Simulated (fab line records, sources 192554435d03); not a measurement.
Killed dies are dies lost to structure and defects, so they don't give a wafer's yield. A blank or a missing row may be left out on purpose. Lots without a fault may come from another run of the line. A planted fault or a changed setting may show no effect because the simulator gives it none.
Chamber matching | flow n5_finfet | N5_BEOL_M2_ETCH_63 on rie_diel-06: 4 sister chambers
The step etches SiARC in CF4, target depth 15.6 nm, time 26 s. 4 wafers are shown with their chamber, then 8 later ones without.

WAFERS WITH THEIR CHAMBER
wafer  | chamber | drypump_motor_current_A (A)
L081.5 | 3       | 5.8
L090.5 | 0       | 4.9
L090.6 | 1       | 5.1
L091.1 | 2       | 6.7

WAFERS WITHOUT THEIR CHAMBER
wafer  | drypump_motor_current_A (A)
L091.3 | 4.9
L091.6 | 5.2
L094.2 | 4.9
L094.5 | 4.9
L094.6 | 5.8
L095.1 | 5.1
L095.2 | 5.8
L095.4 | 5.8

WHICH CHAMBER EACH WENT THROUGH
wafer  | from the rows above | in truth
L091.3 | 0                   | 0
L091.6 | 1                   | 1
L094.2 | 0                   | 0
L094.5 | 0                   | 0
L094.6 | 3                   | 3
L095.1 | 1                   | 1
L095.2 | 3                   | 3
L095.4 | 3                   | 3
Placed correctly: 8 of 8. Can't be placed from these rows: 0. Placed wrongly: 0.
How it was worked out, from the rows above alone: a wafer's distance from a chamber is the root of the sum, over the readings, of the square of ((its reading less the chamber's mean) divided by the reading's scatter). The wafer belongs to the nearest chamber; if the next one is less than 2 further off, it can't be placed. A chamber's mean is the mean of its shown wafers. The scatter: with one shown wafer a chamber, the root of the mean of the squares of how far each hidden wafer lies from its nearest shown one.
